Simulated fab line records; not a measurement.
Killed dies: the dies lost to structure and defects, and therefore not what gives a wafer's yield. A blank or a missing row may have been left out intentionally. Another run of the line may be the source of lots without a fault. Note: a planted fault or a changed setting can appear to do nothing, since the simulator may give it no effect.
The tool behind it: which one? | flow n5Finfet | 9 lots with 24 wafers sampled at 8 steps, on a route of 1938 steps

== WHAT THE GAUGES READ, wafer by wafer ==
N5_BEOL_M4_RC_MEAS_101. Usual: DIBL_N 36.1 mV/V, standard deviation 1.5; DIBL_P 36.1 mV/V, standard deviation 1.9; IOFF_N 0.159 nA/um, standard deviation 0.029; IOFF_P 0.21 nA/um, standard deviation 0.038; ION_N 675 uA/um, standard deviation 11; ION_P 464 uA/um, standard deviation 8.1; SS_N 71.5 mV/dec, standard deviation 0.57; SS_P 73.3 mV/dec, standard deviation 0.64; VT_N 249 mV, standard deviation 3.1; VT_P -250 mV, standard deviation 3.8.
lot  | measured     | on        | DIBL_N (mV/V)  | DIBL_P (mV/V)  | IOFF_N (nA/um)    | IOFF_P (nA/um) | ION_N (uA/um) | ION_P (uA/um) | SS_N (mV/dec)  | SS_P (mV/dec)  | VT_N (mV)   | VT_P (mV)      | flag
L516 | day 8 08:42  | prober-02 | 33.6 35.6 36.6 | 32.4 35.8 36.9 | 0.118 0.147 0.173 | 0.18 0.22 0.24 | 668 680 691   | 461 471 471   | 71.4 72.0 72.1 | 72.6 73.4 73.4 | 257 251 248 | -248 -249 -249 | 
L525 | day 10 11:20 | prober-01 | 36.3 37.4      | 36.1 37.4      | 0.173 0.209       | 0.26 0.29      | 686 695       | 468 477       | 70.9 72.2      | 73.7 74.1      | 246 245     | -244 -241      | 
L526 | day 11 05:29 | prober-01 | 33.0 36.2 33.8 | 32.4 35.5 33.0 | 0.104 0.145 0.109 | 0.15 0.18 0.15 | 660 664 668   | 446 456 453   | 70.9 71.4 71.1 | 72.5 73.0 72.2 | 255 252 256 | -254 -253 -254 | 
L528 | day 11 09:25 | prober-02 | 36.8 36.2 37.0 | 35.6 35.5 36.4 | 0.172 0.175 0.184 | 0.18 0.20 0.19 | 677 692 686   | 454 470 452   | 71.0 70.5 71.6 | 73.2 73.2 74.3 | 248 247 245 | -253 -252 -254 | 
L529 | day 11 15:29 | prober-01 | 34.6 34.1 37.3 | 33.0 32.4 36.1 | 0.133 0.122 0.177 | 0.17 0.16 0.21 | 675 666 684   | 462 459 467   | 70.8 71.0 71.5 | 72.3 72.4 74.1 | 248 252 248 | -253 -255 -251 | 
L532 | day 12 10:04 | prober-01 | 35.3 37.3      | 36.4 39.1      | 0.159 0.206       | 0.21 0.26      | 688 689       | 463 468       | 72.2 72.0      | 73.5 74.1      | 248 244     | -249 -247      | 
L535 | day 13 12:38 | prober-02 | 35.6 34.5      | 36.6 34.6      | 0.159 0.131       | 0.20 0.17      | 674 664       | 456 456       | 71.3 71.1      | 72.6 73.1      | 247 252     | -252 -255      | 
L536 | day 13 18:02 | prober-02 | 37.1 37.5 37.6 | 37.1 37.7 37.6 | 0.173 0.192 0.198 | 0.30 0.32 0.31 | 677 689 686   | 479 481 473   | 71.4 72.1 72.0 | 73.3 73.7 74.3 | 246 247 245 | -241 -242 -244 | 
L537 | day 14 09:27 | prober-01 | 36.2 36.6 34.8 | 36.8 36.4 36.0 | 0.181 0.180 0.168 | 0.23 0.23 0.23 | 684 680 686   | 469 468 473   | 71.1 70.9 71.5 | 73.3 72.5 73.6 | 247 246 244 | -247 -248 -247 | 

N5_BEOL_M14_THK_MEAS_50: measures by xrf. Usual: M14_THK 536 nm, standard deviation 10.
lot  | measured     | on           | M14_THK (nm) | flag
L516 | day 11 12:59 | filmMetro-01 | 538 516 538  | 
L525 | day 13 21:14 | filmMetro-02 | 537 541      | 
L526 | day 14 15:52 | filmMetro-01 | 524 543 561  | 
L528 | day 14 22:20 | filmMetro-02 | - - -        | OFF
L529 | day 15 02:29 | filmMetro-02 | - - -        | OFF
L532 | day 15 19:22 | filmMetro-02 | 546 563      | 
L535 | day 16 19:26 | filmMetro-02 | 530 528      | 
L536 | day 17 07:42 | filmMetro-01 | 536 527 530  | 
L537 | day 17 08:11 | filmMetro-02 | 534 546 517  | 

N5_BEOL_M14_RS_MEAS_54: measurement is done with a four-point probe. Usual: M14_RS 0.0331 ohm/sq, standard deviation 0.00059.
lot  | measured     | on           | M14_RS (ohm/sq)      | flag
L516 | day 11 13:06 | filmMetro-02 | 0.0331 0.0344 0.0329 | 
L525 | day 13 21:22 | filmMetro-01 | 0.0330 0.0329        | 
L526 | day 14 16:00 | filmMetro-01 | 0.0338 0.0328 0.0316 | 
L528 | day 14 22:28 | filmMetro-01 | 33.312 33.016 32.700 | OFF
L529 | day 15 02:37 | filmMetro-02 | 32.880 33.295 33.538 | OFF
L532 | day 15 19:29 | filmMetro-01 | 0.0331 0.0320        | 
L535 | day 16 19:34 | filmMetro-02 | 0.0330 0.0332        | 
L536 | day 17 07:50 | filmMetro-02 | 0.0331 0.0337 0.0334 | 
L537 | day 17 08:19 | filmMetro-01 | 0.0327 0.0319 0.0339 | 

== WHICH TOOL RAN EACH LOT (tool, then ch and the chambers of the sampled wafers, then the start) ==
lot  | N5_BEOL_M14_TRENCH_ETCH_34        | N5_BEOL_M14_PRE_CLEAN_42    | N5_BEOL_M14_SPUTTER_45      | N5_BEOL_M14_CMP_49            | N5_BEOL_M14_DEP_53
L516 | rieDiel-06 ch 0,1,3, day 11 10:46 | pvdSputter-03, day 11 11:44 | pvdSputter-03, day 11 11:56 | cmp-03 ch 1,2,3, day 11 12:41 | pecvd-03 ch 0,1,2, day 11 13:02
L525 | rieDiel-02 ch 0,1, day 13 18:38   | pvdSputter-03, day 13 20:09 | pvdSputter-03, day 13 20:22 | cmp-03 ch 1,2, day 13 21:05   | pecvd-04 ch 0,1, day 13 21:19
L526 | rieDiel-01 ch 0,2,3, day 14 12:51 | pvdSputter-03, day 14 14:46 | pvdSputter-03, day 14 14:58 | cmp-02 ch 0,1,2, day 14 15:34 | pecvd-03 ch 1,2, day 14 15:56
L528 | rieDiel-01 ch 0,1,3, day 14 18:13 | pvdSputter-01, day 14 21:08 | pvdSputter-01, day 14 21:20 | cmp-03 ch 0,1, day 14 22:05   | pecvd-03 ch 0,1, day 14 22:24
L529 | rieDiel-06 ch 2,3, day 15 00:17   | pvdSputter-03, day 15 01:20 | pvdSputter-03, day 15 01:34 | cmp-03 ch 1,2,3, day 15 02:17 | pecvd-01 ch 0,1,2, day 15 02:33
L532 | rieDiel-01 ch 0,2, day 15 15:45   | pvdSputter-03, day 15 18:13 | pvdSputter-03, day 15 18:27 | cmp-03 ch 0, day 15 19:04     | pecvd-04 ch 0, day 15 19:25
L535 | rieDiel-02 ch 0,2, day 16 15:02   | pvdSputter-02, day 16 18:20 | pvdSputter-02, day 16 18:32 | cmp-03 ch 0,1, day 16 19:09   | pecvd-03 ch 0, day 16 19:30
L536 | rieDiel-02 ch 0,2,3, day 17 04:36 | pvdSputter-02, day 17 06:36 | pvdSputter-02, day 17 06:48 | cmp-03 ch 0,3, day 17 07:24   | pecvd-01 ch 0,1,2, day 17 07:46
L537 | rieDiel-01 ch 0,1,3, day 17 04:44 | pvdSputter-03, day 17 06:58 | pvdSputter-03, day 17 07:10 | cmp-01 ch 0,2, day 17 07:56   | pecvd-01 ch 0,2, day 17 08:15
- N5_BEOL_M14_TRENCH_ETCH_34: etches SiO2 in C4F8/O2/Ar, target depth 556.65 nm, time 126.9 s.
- N5_BEOL_M14_PRE_CLEAN_42: time 30 s.
- N5_BEOL_M14_SPUTTER_45: material Cu, target thk 100 nm, time 16.67 s.
- N5_BEOL_M14_CMP_49: polishes, stops on SiO2, t overpolish 5.2 s, target thk 560 nm.
- N5_BEOL_M14_DEP_53: deposits SiCN from 3MS/NH3, target thk 50 nm, time 17.8 s.

== WHAT THE TOOLS THEMSELVES READ (means of the sampled wafers that have a number; where no wafer has one, the mark that the record gives instead) ==
N5_BEOL_M14_TRENCH_ETCH_34. Usual: biasW 2040 W, standard deviation 5.5; drypumpMotorCurrentA 5.6 A, standard deviation 0.5; oesProductAu 0.81 a.u., standard deviation 0.055; rfVppV 2222 V, standard deviation 21; showerheadPlenumPTorr 3.47 Torr, standard deviation 0.13; throttleValvePct 30.82 %, standard deviation 0.14.
lot  | tool       | biasW (W) | drypumpMotorCurrentA (A) | oesProductAu (a.u.) | rfVppV (V) | showerheadPlenumPTorr (Torr) | throttleValvePct (%) | flag
L516 | rieDiel-06 | 2040      | 5.7                      | 0.82                | 2244       | 3.50                         | 30.88                | 
L525 | rieDiel-02 | 2037      | 5.7                      | 0.80                | 2206       | 3.46                         | 30.63                | 
L526 | rieDiel-01 | 2039      | 6.1                      | 0.85                | 2218       | 3.44                         | 30.80                | 
L528 | rieDiel-01 | 2038      | 5.7                      | 0.88                | 2224       | 3.45                         | 30.85                | 
L529 | rieDiel-06 | 2048      | 5.2                      | 0.81                | 2257       | 3.59                         | 30.95                | 
L532 | rieDiel-01 | 2046      | 6.2                      | 0.86                | 2214       | 3.50                         | 30.80                | 
L535 | rieDiel-02 | 2043      | 5.8                      | 0.77                | 2196       | 3.53                         | 30.77                | 
L536 | rieDiel-02 | 2040      | 5.5                      | 0.75                | 2202       | 3.44                         | 30.82                | 
L537 | rieDiel-01 | 2037      | 5.7                      | 0.85                | 2221       | 3.44                         | 30.87                | 

N5_BEOL_M14_PRE_CLEAN_42. Usual: heaterPowerW at 446 W, with a standard deviation of 43.
lot  | tool          | heaterPowerW (W) | flag
L516 | pvdSputter-03 | 456              | 
L525 | pvdSputter-03 | 386              | 
L526 | pvdSputter-03 | 414              | 
L528 | pvdSputter-01 | 457              | 
L529 | pvdSputter-03 | 462              | 
L532 | pvdSputter-03 | 466              | 
L535 | pvdSputter-02 | 458              | 
L536 | pvdSputter-02 | 458              | 
L537 | pvdSputter-03 | 407              | 

N5_BEOL_M14_SPUTTER_45. Usual: biasV 60.0 V, standard deviation 0.67; cathodeDcPowerW 26000 W, standard deviation 4.9; throttleValvePct 29.9 %, standard deviation 1.1.
lot  | tool          | biasV (V) | cathodeDcPowerW (W) | throttleValvePct (%) | flag
L516 | pvdSputter-03 | 59.9      | 26002               | 30.8                 | 
L525 | pvdSputter-03 | 60.4      | 25998               | 30.4                 | 
L526 | pvdSputter-03 | 59.4      | 26001               | 29.7                 | 
L528 | pvdSputter-01 | -         | -                   | -                    | OFF
L529 | pvdSputter-03 | -         | -                   | -                    | OFF
L532 | pvdSputter-03 | 60.2      | 26000               | 30.5                 | 
L535 | pvdSputter-02 | 60.0      | 26004               | 29.9                 | 
L536 | pvdSputter-02 | 59.7      | 25999               | 29.7                 | 
L537 | pvdSputter-03 | 60.2      | 26001               | 30.0                 | 

N5_BEOL_M14_CMP_49. Usual: motorCurrentA 7.8 A, standard deviation 1; timeToEndpointS 122 s, standard deviation 4.2.
lot  | tool   | motorCurrentA (A) | timeToEndpointS (s) | flag
L516 | cmp-03 | 7.7               | 120                 | 
L525 | cmp-03 | 7.4               | 124                 | 
L526 | cmp-02 | 7.8               | 119                 | 
L528 | cmp-03 | 7.3               | 1                   | OFF
L529 | cmp-03 | 7.5               | 2                   | OFF
L532 | cmp-03 | 7.9               | 122                 | 
L535 | cmp-03 | 7.7               | 123                 | 
L536 | cmp-03 | 7.7               | 123                 | 
L537 | cmp-01 | 10.1              | 123                 | 

N5_BEOL_M14_DEP_53. Usual: chamberPressureTorr 2.999 Torr, standard deviation 0.0076; showerheadPlenumPTorr 4.167 Torr, standard deviation 0.024; throttleValvePct 18.7 %, standard deviation 1.2.
lot  | tool     | chamberPressureTorr (Torr) | showerheadPlenumPTorr (Torr) | throttleValvePct (%) | flag
L516 | pecvd-03 | 3.003                      | 4.167                        | 18.2                 | 
L525 | pecvd-04 | 3.002                      | 4.149                        | 18.1                 | 
L526 | pecvd-03 | 3.013                      | 4.173                        | 17.1                 | 
L528 | pecvd-03 | 3.002                      | 4.174                        | 18.1                 | 
L529 | pecvd-01 | 2.997                      | 4.182                        | 19.4                 | 
L532 | pecvd-04 | 3.001                      | 4.169                        | 17.9                 | 
L535 | pecvd-03 | 3.000                      | 4.146                        | 20.6                 | 
L536 | pecvd-01 | 2.999                      | 4.188                        | 19.6                 | 
L537 | pecvd-01 | 3.003                      | 4.205                        | 20.7                 | 

== THE ANSWER, worked out from the rows above alone ==
Rule: lot off if the mean of its wafers having a number is beyond 3 standard deviations from the usual mean. Also off: a lot with no number at a reading for which 4 or more lots have one. All remaining lots with rows at the step are treated as sound. Order of review: gauges by route order, followed by the tools' own readings, for which a lot's mean as printed above is used. The first step at which some lot is off is used, and at that step the reading that is off furthest; a lot without a number counts as furthest.
Off: L528, L529, at N5_BEOL_M14_THK_MEAS_50 (M14_THK). Without a number there: L528, L529.
If a tool, at a process step before that reading, ran all the lots that are off and no sound lot after the first of them, it fits. The gauges at N5_BEOL_M14_THK_MEAS_50 aren't tried: what is off there is off at N5_BEOL_M14_SPUTTER_45 too, on other tools, and a gauge's error can't cause that. Not one of the candidates tried fits.

== WHAT THE SIMULATOR PUT IN ==
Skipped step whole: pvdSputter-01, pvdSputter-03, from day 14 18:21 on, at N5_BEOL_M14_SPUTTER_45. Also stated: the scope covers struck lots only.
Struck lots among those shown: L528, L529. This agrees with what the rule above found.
